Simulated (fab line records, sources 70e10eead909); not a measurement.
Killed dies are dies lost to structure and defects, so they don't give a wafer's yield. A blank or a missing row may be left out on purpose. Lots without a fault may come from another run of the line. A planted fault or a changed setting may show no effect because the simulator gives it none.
fab line records | flow nand_harc
record lots=24 wafers=72 last_day=24
route steps=1159 shown A_STAIRCASE@559
lots that met no fault: from a run of the same line without faults
start_h: hours from the record's first day to the start of the lot's first wafer shown | wait_h: hours since the lot's step before | " the same as in the row above | L1.1+2: a row that stands for several wafers | - no value, or no start given | * or withheld: withheld | < > ~ a bound
route shown NAME@n: a module of which the file shows steps, and the number in the route of the first | usual: mean/standard deviation of fault-free wafers | same: alike in all rows | chamber/n: place in a boat | sites: the reading at each site | _std_site: their standard deviation | _edge_site: outer sites' mean less inner sites' | radius_mm: how far each site lies from the wafer's centre | mask NAME#n: copy n | behind: the tool/chamber that last shaped the wafer | hold: why the lot was held/for how many hours/how that ended | device: the transistor (n, p or np) that didn't switch | end of line: the same wafers' tests at the end of the route | a step without rows: its recipe alone | killed: dies lost to structure and defects at the first sort, not the wafer's yield | map: a wafer's dies, x killed, . not, _ none there
set.NAME: the setting as run; set.NAME@STEP: as run at that earlier step | model.NAME: the simulator's own value behind a step, which no gauge read
steps of the route over a sample of lots; a table a step, a row a wafer
services: from which hour (start_h, from the record's first day; less than 0 if before it) a tool's chamber was out of use, for how many hours, and why
## steps
# step NHARC_A_STAIRCASE_TRIM_22
# recipe time_s=211.2 o2_flow_sccm=500 ar_flow_sccm=0 bias_w=0 chemistry=O2
# usual drypump_motor_current_A=5.7/0.38 oes_product_au=1.004/0.0087 rf_vpp_V=57.7/0.94 showerhead_plenum_p_Torr=3.49/0.13 throttle_valve_pct=17.035/0.0079
# columns lot.wafer tool chamber start_h wait_h drypump_motor_current_A oes_product_au rf_hours_counter_h rf_vpp_V showerhead_plenum_p_Torr throttle_valve_pct
L076.1 rie_diel-08 2 - - 6.0 0.991 32 57.7 3.39 17.041
L076.6 " 0 " " 5.8 1.005 - 57.5 3.34 17.051
L076.5 " 1 " " 5.5 0.998 - 57.6 3.49 17.029
L074.2 rie_diel-01 2 - - 6.0 0.999 40 58.5 3.63 17.034
L074.4 " 3 " " 5.4 0.990 39 59.3 3.48 17.028
L074.3 " 0 " " 6.8 1.004 42 58.1 3.31 17.030
L075.3 rie_diel-07 0 - - 5.8 1.012 3 58.2 3.77 17.042
L075.4 " 2 " " 5.9 1.003 3 58.0 3.56 17.031
L075.6 " 1 " " 5.7 1.000 - 56.8 3.51 17.036
L079.1 rie_diel-08 1 - - 5.5 1.001 40 55.6 3.49 17.045
L079.2 " 3 " " 5.5 1.014 49 56.1 3.33 17.033
L079.6 " 0 " " 5.8 1.016 - 56.7 3.34 17.040
L077.1 rie_diel-01 1 - - 5.1 1.005 47 57.4 3.36 17.028
L077.5 " 0 " " 6.7 1.013 - 58.5 3.31 17.047
L077.6 " 1 " " 5.1 1.014 - 58.5 3.36 17.035
L078.2 rie_diel-07 2 - - 6.0 1.011 5 57.3 3.56 17.038
L078.1 " 3 " " 5.3 0.998 5 55.2 3.50 17.040
L078.4 " 0 " " 5.9 1.008 5 58.2 3.77 17.035
L080.1 rie_diel-01 3 - - 5.4 0.995 46 58.4 3.48 17.047
L080.3 " 0 " " 6.7 1.020 50 57.2 3.31 17.033
L080.6 " 2 " " 6.0 0.998 - 57.7 3.62 17.025
L081.2 rie_diel-07 3 - - 5.3 0.995 7 57.8 3.50 17.036
L081.1 " 2 " " 5.9 1.017 8 57.8 3.56 17.031
L081.6 " 3 " " 5.3 1.001 - 56.5 3.50 17.044
L082.2 rie_diel-08 3 - - 5.5 1.007 63 58.3 3.33 17.032
L082.3 " 0 " " 5.8 1.022 62 58.3 3.33 17.050
L082.6 " 0 " " 5.8 1.018 - 58.1 3.33 17.035
L084.1 rie_diel-01 3 - - 5.4 0.990 55 57.5 3.47 17.030
L084.2 " 1 " " 5.1 1.015 64 58.4 3.35 17.039
L084.5 " 0 " " 6.7 1.013 - 56.9 3.30 17.042
L083.3 rie_diel-07 2 - - 5.9 1.009 20 56.8 3.55 17.036
L083.1 " 1 " " 5.6 1.011 19 58.3 3.50 17.039
L083.6 " 3 " " 5.3 0.994 - 56.7 3.49 17.031
L086.1 rie_diel-07 1 - - 5.6 1.015 21 57.6 3.50 17.045
L086.5 " 1 " " 5.6 1.012 - 57.6 3.50 17.041
L086.6 " 2 " " 6.0 1.017 - 56.3 3.55 17.039
L088.3 rie_diel-07 2 - - 6.0 1.007 22 58.0 3.55 17.022
L088.2 " 0 " " 5.8 1.010 21 58.1 3.76 17.032
L088.6 " 2 " " 6.0 1.009 - 58.2 3.55 17.044
L085.4 rie_diel-07 0 - - 5.9 1.005 22 58.2 3.76 17.022
L085.1 " 1 " " 5.7 1.022 23 58.4 3.50 17.021
L085.6 " 3 " " 5.3 1.006 - 57.5 3.49 17.049
L087.1 rie_diel-07 2 - - 6.0 1.013 32 59.3 3.55 17.053
L087.3 " 3 " " 5.3 0.989 32 57.2 3.49 17.023
L087.4 " 2 " " 6.0 1.006 - 56.4 3.55 17.034
L089.1 rie_diel-07 1 - - 5.6 1.006 30 58.5 3.49 17.039
L089.5 " 2 " " 6.0 1.000 - 57.9 3.55 17.046
L089.6 " 1 " " 5.6 0.996 - 57.9 3.49 17.039
L090.4 rie_diel-08 0 - - 5.7 0.998 15 58.6 3.32 17.052
L090.5 " 3 " " 5.6 1.006 - 58.3 3.32 17.035
L090.6 " 0 " " 5.8 0.987 - 58.1 3.32 17.026
L091.4 rie_diel-01 3 - - 5.4 0.991 11 57.3 3.46 17.045
L091.3 " 1 " " 5.1 1.003 9 57.3 3.34 17.030
L091.1 " 2 " " 6.0 1.001 9 58.4 3.61 17.026
L092.4 rie_diel-01 2 - - 6.0 1.003 9 58.5 3.61 17.022
L092.5 " 2 " " 6.0 1.005 - 57.9 3.61 17.034
L092.6 " 3 " " 5.4 0.997 - 56.8 3.46 17.041
L094.4 rie_diel-07 0 - - 5.8 1.008 35 57.6 3.75 17.034
L094.5 " 3 " " 5.3 0.993 - 56.5 3.48 17.021
L094.6 " 0 " " 5.8 1.013 - 57.1 3.75 17.037
L093.1 rie_diel-07 0 - - 5.8 1.008 36 57.9 3.75 17.040
L093.4 " 2 " " 6.0 1.001 41 57.7 3.54 17.036
L093.3 " 3 " " 5.2 0.995 41 57.3 3.48 17.046
L095.1 rie_diel-08 3 - - 5.5 1.008 26 57.2 3.31 17.041
L095.4 " 0 " " 5.8 1.011 25 57.4 3.32 17.029
L095.2 " 1 " " 5.5 1.003 15 57.7 3.48 17.041
L096.4 rie_diel-07 0 - - 5.9 1.009 46 58.9 3.74 17.024
L096.3 " 1 " " 5.7 1.015 48 57.0 3.48 17.027
L096.6 " 3 " " 5.3 0.995 - 58.2 3.47 17.033
L097.2 rie_diel-07 3 - - 5.3 0.998 53 56.7 3.47 17.035
L097.1 " 0 " " 5.8 1.006 46 59.5 3.74 17.050
L097.4 " 1 " " 5.7 1.003 49 60.1 3.48 17.043
# step NHARC_A_STAIRCASE_ETCH_23
# recipe target_depth_a=1000 time_s=40.5 ion_energy_ev=400 c4f8_flow_sccm=20 o2_flow_sccm=10 ar_flow_sccm=withheld rf_w=600 bias_w=1000 chemistry=C4F8/O2
# usual oes_product_au=0.945/0.014 rf_vpp_V=895/4.7
# columns lot.wafer tool chamber start_h wait_h oes_product_au rf_hours_counter_h rf_vpp_V
L076.1 rie_diel-08 2 - - 0.948 32 890
L076.5 " 2 " " 0.949 - 890
L076.6 " 1 " " 0.941 - 895
L074.3 rie_diel-01 0 - - 0.981 42 888
L074.4 " 1 " " 0.964 44 889
L074.2 " 3 " " 0.964 39 894
L075.3 rie_diel-07 0 - - 0.969 4 907
L075.4 " 1 " " 0.961 3 895
L075.6 " 2 " " 0.984 - 898
L079.1 rie_diel-08 0 - - 0.954 48 890
L079.2 " 1 " " 0.941 40 896
L079.6 " 1 " " 0.935 - 894
L077.1 rie_diel-01 1 - - 0.948 47 888
L077.6 " 2 " " 0.948 - 900
L077.5 " 3 " " 0.926 - 893
L078.2 rie_diel-07 2 - - 0.939 5 897
L078.4 " 3 " " 0.921 5 895
L078.1 " 0 " " 0.947 5 906
L080.1 rie_diel-01 2 - - 0.939 47 898
L080.3 " 0 " " 0.955 50 888
L080.6 " 2 " " 0.940 - 901
L081.1 rie_diel-07 0 - - 0.935 7 906
L081.2 " 2 " " 0.948 8 897
L081.6 " 0 " " 0.951 - 904
L082.2 rie_diel-08 1 - - 0.961 55 894
L082.3 " 2 " " 0.964 45 891
L082.6 " 0 " " 0.959 - 887
L084.2 rie_diel-01 3 - - 0.915 55 894
L084.1 " 2 " " 0.935 59 898
L084.5 " 0 " " 0.937 - 888
L083.1 rie_diel-07 0 - - 0.938 19 905
L083.3 " 1 " " 0.955 19 895
L083.6 " 3 " " 0.935 - 895
L086.1 rie_diel-07 2 - - 0.944 22 897
L086.5 " 1 " " 0.943 - 897
L086.6 " 2 " " 0.944 - 896
L088.3 rie_diel-07 2 - - 0.936 23 897
L088.2 " 1 " " 0.930 22 895
L088.6 " 3 " " 0.932 - 895
L085.4 rie_diel-07 3 - - 0.928 23 895
L085.1 " 0 " " 0.935 22 904
L085.6 " 1 " " 0.956 - 894
L087.3 rie_diel-07 3 - - 0.938 32 894
L087.1 " 1 " " 0.939 30 894
L087.4 " 3 " " 0.926 - 894
L089.1 rie_diel-07 1 - - 0.934 30 894
L089.5 " 3 " " 0.925 - 895
L089.6 " 1 " " 0.943 - 896
L090.4 rie_diel-08 3 - - 0.939 16 889
L090.6 " 3 " " 0.939 - 889
L090.5 " 0 " " 0.945 - 888
L091.3 rie_diel-01 3 - - 0.926 11 895
L091.4 " 0 " " 0.933 11 889
L091.1 " 1 " " 0.929 9 888
L092.4 rie_diel-01 2 - - 0.940 9 899
L092.6 " 2 " " 0.930 - 898
L092.5 " 3 " " 0.925 - 893
L094.4 rie_diel-07 3 - - 0.923 41 895
L094.6 " 3 " " 0.933 - 894
L094.5 " 0 " " 0.949 - 904
L093.4 rie_diel-07 2 - - 0.944 41 897
L093.3 " 3 " " 0.943 41 895
L093.1 " 0 " " 0.947 36 904
L095.2 rie_diel-08 2 - - 0.939 23 891
L095.4 " 3 " " 0.937 26 887
L095.1 " 1 " " 0.925 15 895
L096.3 rie_diel-07 2 - - 0.951 50 896
L096.4 " 3 " " 0.944 52 894
L096.6 " 1 " " 0.972 - 893
L097.2 rie_diel-07 3 - - 0.952 53 894
L097.4 " 1 " " 0.974 49 895
L097.1 " 2 " " 0.949 51 896
# step NHARC_A_STAIRCASE_TRIM_220
# recipe time_s=211.2 o2_flow_sccm=500 ar_flow_sccm=0 bias_w=0 chemistry=O2
# usual drypump_motor_current_A=5.7/0.41 oes_product_au=1.002/0.0084 rf_vpp_V=57.6/0.84 showerhead_plenum_p_Torr=3.44/0.13 throttle_valve_pct=17.037/0.0091
# columns lot.wafer tool chamber start_h wait_h drypump_motor_current_A oes_product_au rf_hours_counter_h rf_vpp_V showerhead_plenum_p_Torr throttle_valve_pct
L076.1 rie_diel-08 3 260.48 0.1 5.6 1.006 48 56.8 3.33 17.030
L076.6 " 1 " " 5.5 1.000 - 57.1 3.49 17.044
L076.5 " 2 " " 6.0 0.997 - 57.3 3.39 17.038
L074.4 rie_diel-08 1 261.61 0.1 5.5 0.999 40 59.2 3.49 17.034
L074.3 " 2 " " 6.0 0.987 35 56.8 3.39 17.025
L074.2 " 3 " " 5.6 0.998 49 56.7 3.33 17.052
L075.4 rie_diel-01 1 263.01 0.1 5.1 1.014 47 58.3 3.36 17.046
L075.3 " 2 " " 6.0 0.995 43 57.0 3.63 17.031
L075.6 " 0 " " 6.7 1.012 - 59.0 3.31 17.023
L079.1 rie_diel-08 3 269.32 0.1 5.6 1.006 53 57.3 3.33 17.053
L079.2 " 1 " " 5.5 1.009 45 57.8 3.49 17.035
L079.6 " 3 " " 5.6 1.007 - 58.0 3.33 17.039
L077.1 rie_diel-01 1 270.04 0.1 5.1 1.007 51 57.2 3.35 17.032
L077.5 " 2 " " 6.0 1.006 - 59.2 3.62 17.027
L077.6 " 3 " " 5.4 0.995 - 58.4 3.48 17.041
L078.1 rie_diel-08 1 271.20 0.2 5.5 1.002 46 59.1 3.49 17.051
L078.2 " 3 " " 5.6 1.006 54 58.2 3.33 17.019
L078.4 " 0 " " 5.8 1.015 - 57.0 3.33 17.027
L081.2 rie_diel-07 2 276.42 0.1 5.9 1.010 11 58.2 3.56 17.027
L081.1 " 1 " " 5.7 1.012 11 58.3 3.50 17.033
L081.6 " 3 " " 5.2 0.994 - 58.7 3.50 17.029
L080.1 rie_diel-08 1 276.60 0.1 5.5 0.997 49 58.3 3.49 17.031
L080.3 " 2 " " 6.0 0.997 39 56.5 3.39 17.039
L080.6 " 0 " " 5.7 1.004 - 57.8 3.33 17.041
L082.2 rie_diel-07 3 307.08 0.1 5.3 0.992 20 57.2 3.49 17.038
L082.3 " 1 " " 5.7 0.999 19 56.8 3.50 17.044
L082.6 " 2 " " 5.9 0.986 - 58.4 3.55 17.029
L084.2 rie_diel-07 2 307.46 0.1 5.9 1.005 20 57.2 3.55 17.055
L084.1 " 3 " " 5.3 1.004 21 57.4 3.49 17.032
L084.5 " 0 " " 5.8 1.016 - 58.7 3.76 17.043
L083.3 rie_diel-08 1 313.34 0.1 5.5 0.993 1 55.9 3.48 17.031
L083.1 " 2 " " 6.0 1.005 1 58.7 3.38 17.034
L083.6 " 0 " " 5.8 0.991 - 57.0 3.33 17.043
L086.1 rie_diel-07 2 315.80 0.1 5.9 1.005 25 58.8 3.55 17.040
L086.6 " 0 " " 5.9 1.007 - 58.2 3.76 17.030
L086.5 " 1 " " 5.7 1.012 - 57.7 3.50 17.033
L088.2 rie_diel-07 2 316.94 0.3 6.0 1.012 26 57.5 3.55 17.036
L088.3 " 1 " " 5.6 1.016 25 57.6 3.50 17.038
L088.6 " 3 " " 5.3 0.992 - 58.2 3.49 17.038
L085.4 rie_diel-08 3 322.98 0.1 5.5 1.010 7 57.3 3.32 17.045
L085.1 " 0 " " 5.8 0.995 8 58.5 3.32 17.021
L085.6 " 1 " " 5.5 0.990 - 57.7 3.48 17.037
L089.1 rie_diel-08 1 336.61 0.1 5.5 0.988 11 57.5 3.48 17.040
L089.6 " 3 " " 5.5 0.990 - 57.7 3.32 17.042
L089.5 " 0 " " 5.8 0.991 - 56.6 3.32 17.027
L087.1 rie_diel-01 0 337.24 0.3 6.7 1.003 7 57.8 3.30 17.033
L087.4 " 2 " " 6.0 0.999 5 58.3 3.61 17.050
L087.3 " 3 " " 5.4 0.986 6 57.5 3.47 17.024
L090.4 rie_diel-07 2 346.50 0.1 6.0 1.007 39 59.1 3.54 17.034
L090.5 " 3 " " 5.2 0.995 - 56.9 3.48 17.037
L090.6 " 0 " " 5.8 1.001 - 59.1 3.75 17.055
L091.3 rie_diel-01 3 357.69 0.2 5.4 0.991 14 58.2 3.46 17.052
L091.4 " 0 " " 6.7 1.016 13 56.6 3.29 17.031
L091.1 " 2 " " 6.0 0.994 12 59.3 3.61 17.043
L092.4 rie_diel-07 1 357.91 0.1 5.7 1.014 41 58.5 3.49 17.049
L092.5 " 3 " " 5.3 0.997 - 56.3 3.48 17.019
L092.6 " 0 " " 5.8 1.012 - 57.6 3.75 17.055
L094.4 rie_diel-01 3 361.07 0.1 5.4 0.994 15 57.9 3.46 17.040
L094.5 " 0 " " 6.7 1.003 - 58.5 3.29 17.034
L094.6 " 1 " " 5.1 1.000 - 56.9 3.34 17.044
L093.3 rie_diel-08 0 361.21 0.1 5.8 1.013 22 57.0 3.32 17.033
L093.1 " 2 " " 6.0 0.992 20 56.9 3.37 17.015
L093.4 " 3 " " 5.5 1.007 - 58.2 3.31 17.053
L095.1 rie_diel-08 2 377.11 0.1 6.0 1.000 27 57.1 3.37 17.052
L095.4 " 3 " " 5.6 0.992 30 58.3 3.31 17.030
L095.2 " 1 " " 5.5 0.992 20 58.2 3.47 17.041
L096.3 rie_diel-01 0 382.73 0.1 6.7 0.999 22 56.6 3.29 17.054
L096.4 " 1 " " 5.1 1.004 19 57.1 3.33 17.045
L096.6 " 3 " " 5.3 0.987 - 57.3 3.46 17.028
L097.2 rie_diel-01 0 384.76 0.2 6.7 1.015 23 57.3 3.29 17.022
L097.4 " 1 " " 5.1 0.993 20 58.1 3.33 17.031
L097.1 " 2 " " 6.0 0.994 20 55.9 3.60 17.035
# step NHARC_A_STAIRCASE_ETCH_227
# recipe target_depth_a=1000 time_s=40.5 ion_energy_ev=400 c4f8_flow_sccm=20 o2_flow_sccm=10 ar_flow_sccm=withheld rf_w=600 bias_w=1000 chemistry=C4F8/O2
# usual oes_product_au=0.944/0.0098 rf_vpp_V=892/4.7
# columns lot.wafer tool chamber start_h wait_h oes_product_au rf_hours_counter_h rf_vpp_V
L076.1 rie_diel-08 0 - - 0.952 48 888
L076.6 " 2 " " 0.940 - 891
L076.5 " 3 " " 0.931 - 889
L074.2 rie_diel-08 0 - - 0.979 49 888
L074.3 " 1 " " 0.948 41 895
L074.4 " 2 " " 0.930 35 891
L075.4 rie_diel-01 1 - - 0.946 48 889
L075.3 " 2 " " 0.933 44 902
L075.6 " 1 " " 0.947 - 890
L079.1 rie_diel-08 0 - - 0.937 54 889
L079.2 " 3 " " 0.932 54 890
L079.6 " 1 " " 0.934 - 894
L078.2 rie_diel-08 3 - - 0.944 55 889
L078.4 " 0 " " 0.948 55 887
L078.1 " 1 " " 0.948 47 896
L077.1 rie_diel-01 0 - - 0.939 53 889
L077.5 " 1 " " 0.941 - 889
L077.6 " 2 " " 0.929 - 899
L081.1 rie_diel-07 3 - - 0.944 11 895
L081.2 " 1 " " 0.951 11 896
L081.6 " 2 " " 0.937 - 897
L080.1 rie_diel-08 0 - - 0.945 58 888
L080.3 " 3 " " 0.950 57 887
L080.6 " 1 " " 0.942 - 895
L082.2 rie_diel-07 1 - - 0.945 20 895
L082.3 " 2 " " 0.942 21 897
L082.6 " 1 " " 0.943 - 894
L084.2 rie_diel-07 3 - - 0.943 21 894
L084.1 " 1 " " 0.934 21 895
L084.5 " 3 " " 0.940 - 894
L083.3 rie_diel-08 3 - - 0.947 1 888
L083.1 " 2 " " 0.956 1 890
L083.6 " 0 " " 0.944 - 889
L086.1 rie_diel-07 1 - - 0.937 25 895
L086.6 " 1 " " 0.937 - 893
L086.5 " 2 " " 0.952 - 895
L088.3 rie_diel-07 2 - - 0.937 28 896
L088.2 " 1 " " 0.940 26 895
L088.6 " 2 " " 0.935 - 896
L085.4 rie_diel-08 3 - - 0.951 8 888
L085.1 " 1 " " 0.928 6 895
L085.6 " 3 " " 0.942 - 888
L089.1 rie_diel-08 3 - - 0.937 15 887
L089.6 " 3 " " 0.947 - 889
L089.5 " 0 " " 0.945 - 888
L087.1 rie_diel-01 0 - - 0.965 7 885
L087.3 " 1 " " 0.957 6 889
L087.4 " 2 " " 0.951 5 899
L090.4 rie_diel-07 3 - - 0.938 39 893
L090.5 " 1 " " 0.966 - 896
L090.6 " 2 " " 0.962 - 895
L092.4 rie_diel-07 3 - - 0.935 43 895
L092.5 " 1 " " 0.937 - 896
L092.6 " 2 " " 0.958 - 896
L091.3 rie_diel-01 3 - - 0.938 15 893
L091.4 " 1 " " 0.947 12 890
L091.1 " 2 " " 0.950 12 898
L094.4 rie_diel-01 1 - - 0.946 13 889
L094.5 " 0 " " 0.962 - 889
L094.6 " 1 " " 0.957 - 889
L093.3 rie_diel-08 3 - - 0.962 23 889
L093.1 " 0 " " 0.955 22 889
L093.4 " 0 " " 0.956 - 887
L095.1 rie_diel-08 0 - - 0.954 31 888
L095.4 " 2 " " 0.935 28 890
L095.2 " 3 " " 0.944 31 887
L096.3 rie_diel-01 2 - - 0.943 20 899
L096.4 " 3 " " 0.945 23 894
L096.6 " 2 " " 0.942 - 899
L097.2 rie_diel-01 0 - - 0.951 24 887
L097.4 " 1 " " 0.933 21 889
L097.1 " 2 " " 0.943 21 899
# step NHARC_A_STAIRCASE_TRIM_233
# recipe time_s=211.2 o2_flow_sccm=500 ar_flow_sccm=0 bias_w=0 chemistry=O2
# usual drypump_motor_current_A=5.7/0.43 oes_product_au=1.003/0.0091 rf_vpp_V=57.5/0.84 showerhead_plenum_p_Torr=3.43/0.12 throttle_valve_pct=17.036/0.008
# columns lot.wafer tool chamber start_h wait_h drypump_motor_current_A oes_product_au rf_hours_counter_h rf_vpp_V showerhead_plenum_p_Torr throttle_valve_pct
L076.1 rie_diel-01 0 - - 6.7 1.008 45 56.3 3.31 17.030
L076.6 " 1 " " 5.1 1.001 - 57.2 3.36 17.030
L076.5 " 2 " " 6.1 1.009 - 58.8 3.63 17.047
L074.3 rie_diel-08 0 - - 5.8 1.008 49 57.4 3.34 17.045
L074.4 " 2 " " 6.0 0.999 35 57.3 3.39 17.034
L074.2 " 3 " " 5.5 1.012 49 58.0 3.33 17.042
L075.3 rie_diel-08 0 - - 5.7 1.011 51 55.9 3.33 17.032
L075.4 " 3 " " 5.5 1.005 - 58.8 3.33 17.038
L075.6 " 0 " " 5.7 1.017 - 56.1 3.33 17.048
L079.1 rie_diel-01 1 - - 5.1 0.994 54 57.8 3.35 17.034
L079.2 " 2 " " 6.0 0.994 50 58.3 3.62 17.046
L079.6 " 0 " " 6.7 1.004 - 59.0 3.31 17.039
L078.1 rie_diel-08 1 - - 5.5 1.000 48 56.7 3.49 17.035
L078.2 " 2 " " 6.0 0.988 37 57.3 3.39 17.028
L078.4 " 3 " " 5.5 0.998 56 57.5 3.33 17.041
L077.1 rie_diel-08 1 - - 5.5 0.994 48 57.9 3.49 17.035
L077.6 " 0 " " 5.8 1.015 - 58.2 3.33 17.038
L077.5 " 1 " " 5.5 0.999 - 58.4 3.49 17.047
L080.3 rie_diel-07 1 - - 5.6 1.024 11 58.0 3.50 17.029
L080.1 " 3 " " 5.3 0.993 11 57.0 3.50 17.038
L080.6 " 0 " " 5.8 1.016 - 58.0 3.76 17.043
L081.2 rie_diel-08 3 - - 5.6 1.010 58 56.7 3.33 17.030
L081.1 " 1 " " 5.5 1.005 50 58.5 3.49 17.046
L081.6 " 3 " " 5.6 1.010 - 57.2 3.33 17.034
L082.2 rie_diel-01 0 - - 6.7 1.008 64 57.5 3.30 17.029
L082.3 " 2 " " 6.0 1.002 62 58.1 3.62 17.032
L082.6 " 0 " " 6.7 1.004 - 57.1 3.30 17.040
L084.1 rie_diel-07 0 - - 5.8 1.004 22 57.9 3.76 17.027
L084.2 " 2 " " 5.9 1.017 23 58.5 3.55 17.044
L084.5 " 3 " " 5.3 1.002 - 57.8 3.49 17.027
L083.3 rie_diel-08 3 - - 5.5 1.000 2 57.3 3.33 17.020
L083.1 " 1 " " 5.5 0.997 1 56.8 3.48 17.054
L083.6 " 3 " " 5.6 1.009 - 56.7 3.33 17.043
L086.1 rie_diel-07 1 - - 5.6 1.007 26 57.7 3.50 17.040
L086.6 " 3 " " 5.3 0.995 - 57.6 3.49 17.041
L086.5 " 0 " " 5.8 1.013 - 58.4 3.75 17.026
L088.3 rie_diel-07 3 - - 5.2 0.999 29 58.3 3.49 17.040
L088.2 " 1 " " 5.6 1.003 27 57.0 3.50 17.039
L088.6 " 3 " " 5.3 0.998 - 56.8 3.49 17.025
L085.1 rie_diel-01 2 - - 6.0 0.999 0 57.5 3.61 17.027
L085.4 " 3 " " 5.4 0.990 0 57.6 3.47 17.028
L085.6 " 1 " " 5.1 0.994 - 57.7 3.34 17.025
L089.1 rie_diel-08 3 - - 5.5 0.997 15 55.7 3.32 17.036
L089.5 " 0 " " 5.8 0.994 - 57.0 3.32 17.036
L089.6 " 1 " " 5.5 0.990 - 58.7 3.48 17.045
L087.3 rie_diel-01 2 - - 6.0 1.003 6 57.5 3.61 17.039
L087.4 " 0 " " 6.8 1.011 7 57.9 3.30 17.034
L087.1 " 1 " " 5.1 1.005 6 56.3 3.34 17.048
L090.4 rie_diel-01 3 - - 5.4 0.992 10 57.3 3.46 17.042
L090.6 " 1 " " 5.1 0.999 - 58.1 3.34 17.048
L090.5 " 2 " " 6.0 0.994 - 57.6 3.61 17.037
L092.4 rie_diel-01 1 - - 5.1 1.003 12 57.6 3.34 17.048
L092.6 " 0 " " 6.7 1.021 - 56.7 3.29 17.038
L092.5 " 1 " " 5.1 1.005 - 57.5 3.34 17.041
L091.3 rie_diel-08 2 - - 6.0 0.997 20 58.7 3.37 17.044
L091.1 " 0 " " 5.8 0.997 21 58.5 3.32 17.040
L091.4 " 2 " " 6.0 0.994 - 57.6 3.37 17.035
L094.4 rie_diel-01 3 - - 5.4 1.000 16 58.4 3.46 17.035
L094.5 " 3 " " 5.4 0.987 - 57.9 3.46 17.025
L094.6 " 0 " " 6.7 1.020 - 57.1 3.29 17.030
L093.3 rie_diel-07 1 - - 5.6 1.018 43 56.0 3.49 17.040
L093.4 " 2 " " 5.9 1.006 44 57.0 3.54 17.050
L093.1 " 0 " " 5.8 1.013 40 57.7 3.75 17.031
L095.1 rie_diel-08 2 - - 6.0 0.992 28 57.6 3.37 17.022
L095.2 " 3 " " 5.6 0.997 31 58.5 3.31 17.022
L095.4 " 0 " " 5.8 1.002 31 56.7 3.31 17.041
L096.4 rie_diel-08 0 - - 5.8 1.006 33 57.1 3.31 17.053
L096.3 " 1 " " 5.5 1.002 23 58.0 3.47 17.025
L096.6 " 2 " " 5.9 0.997 - 57.3 3.37 17.029
L097.2 rie_diel-01 2 - - 6.0 1.005 22 57.9 3.60 17.043
L097.1 " 0 " " 6.8 1.011 24 57.5 3.29 17.040
L097.4 " 3 " " 5.3 0.992 - 57.7 3.46 17.031
# step NHARC_A_STAIRCASE_ETCH_236
# recipe target_depth_a=1000 time_s=40.5 ion_energy_ev=400 c4f8_flow_sccm=20 o2_flow_sccm=10 ar_flow_sccm=withheld rf_w=600 bias_w=1000 chemistry=C4F8/O2
# usual oes_product_au=0.943/0.012 rf_vpp_V=893/4.4
# columns lot.wafer tool chamber start_h wait_h oes_product_au rf_hours_counter_h rf_vpp_V
L076.1 rie_diel-01 1 - - 0.958 47 889
L076.6 " 1 " " 0.959 - 890
L076.5 " 2 " " 0.960 - 899
L074.4 rie_diel-08 0 - - 0.959 50 889
L074.3 " 1 " " 0.946 42 895
L074.2 " 2 " " 0.941 36 891
L075.3 rie_diel-08 3 - - 0.941 52 890
L075.6 " 3 " " 0.935 - 888
L075.4 " 0 " " 0.932 - 889
L079.1 rie_diel-01 0 - - 0.941 53 888
L079.2 " 3 " " 0.930 49 896
L079.6 " 0 " " 0.942 - 887
L078.4 rie_diel-08 1 - - 0.927 48 895
L078.2 " 2 " " 0.925 38 891
L078.1 " 3 " " 0.931 56 889
L077.1 rie_diel-08 3 - - 0.931 57 889
L077.5 " 1 " " 0.933 - 894
L077.6 " 2 " " 0.922 - 892
L080.3 rie_diel-07 3 - - 0.934 12 894
L080.1 " 0 " " 0.957 11 903
L080.6 " 0 " " 0.963 - 904
L081.2 rie_diel-08 2 - - 0.942 40 891
L081.1 " 3 " " 0.950 58 889
L081.6 " 1 " " 0.947 - 895
L082.3 rie_diel-01 2 - - 0.933 63 898
L082.2 " 3 " " 0.929 59 894
L082.6 " 1 " " 0.948 - 890
L084.2 rie_diel-07 0 - - 0.939 22 905
L084.1 " 2 " " 0.925 23 898
L084.5 " 3 " " 0.929 - 894
L083.1 rie_diel-08 1 - - 0.941 2 894
L083.3 " 3 " " 0.944 2 889
L083.6 " 2 " " 0.945 - 891
L086.1 rie_diel-07 1 - - 0.946 27 894
L086.5 " 0 " " 0.957 - 903
L086.6 " 1 " " 0.963 - 895
L088.3 rie_diel-07 3 - - 0.918 29 894
L088.2 " 1 " " 0.939 27 896
L088.6 " 2 " " 0.923 - 896
L085.1 rie_diel-01 2 - - 0.940 0 900
L085.4 " 3 " " 0.958 0 892
L085.6 " 3 " " 0.942 - 894
L089.1 rie_diel-08 3 - - 0.939 15 889
L089.5 " 1 " " 0.942 - 894
L089.6 " 2 " " 0.954 - 890
L087.3 rie_diel-01 0 - - 0.939 8 888
L087.4 " 1 " " 0.936 6 889
L087.1 " 2 " " 0.928 6 900
L090.4 rie_diel-01 2 - - 0.949 8 899
L090.6 " 1 " " 0.945 - 890
L090.5 " 2 " " 0.942 - 898
L092.4 rie_diel-01 1 - - 0.936 13 889
L092.6 " 2 " " 0.939 - 899
L092.5 " 3 " " 0.944 - 893
L091.1 rie_diel-08 2 - - 0.938 20 890
L091.3 " 3 " " 0.946 23 887
L091.4 " 3 " " 0.943 - 886
L094.4 rie_diel-01 3 - - 0.933 16 894
L094.6 " 1 " " 0.947 - 889
L094.5 " 2 " " 0.944 - 897
L093.4 rie_diel-07 1 - - 0.958 44 895
L093.3 " 3 " " 0.946 45 893
L093.1 " 0 " " 0.959 40 904
L095.4 rie_diel-08 1 - - 0.925 21 894
L095.1 " 2 " " 0.923 28 891
L095.2 " 3 " " 0.943 31 888
L096.3 rie_diel-08 0 - - 0.947 33 888
L096.4 " 1 " " 0.945 23 895
L096.6 " 1 " " 0.949 - 893
L097.2 rie_diel-01 0 - - 0.951 25 888
L097.1 " 3 " " 0.927 25 894
L097.4 " 3 " " 0.932 - 894
## services
# columns tool chamber start_h hours kind
rie_diel-08 0 232.99 - clean
rie_diel-08 1 232.99 - clean
rie_diel-08 2 232.99 - clean
rie_diel-08 3 232.99 - clean
rie_diel-08 - 236.07 1.2 repair
rie_diel-07 0 237.51 - clean
rie_diel-07 1 237.51 - clean
rie_diel-07 2 237.51 - clean
rie_diel-07 3 237.51 - clean
rie_diel-08 3 254.08 6.2 repair
rie_diel-08 0 257.49 - clean
rie_diel-08 1 257.49 - clean
rie_diel-08 2 257.49 - clean
rie_diel-07 0 262.13 - clean
rie_diel-07 1 262.13 - clean
rie_diel-07 2 262.13 - clean
rie_diel-07 3 262.13 - clean
rie_diel-08 0 281.99 - clean
rie_diel-08 1 281.99 - clean
rie_diel-08 - 302.88 9.0 pm
rie_diel-01 - 314.93 9.0 pm
rie_diel-08 - 321.30 0.4 repair
rie_diel-08 1 348.57 18.6 repair
rie_diel-01 1 385.95 10.3 repair
## key
fault none
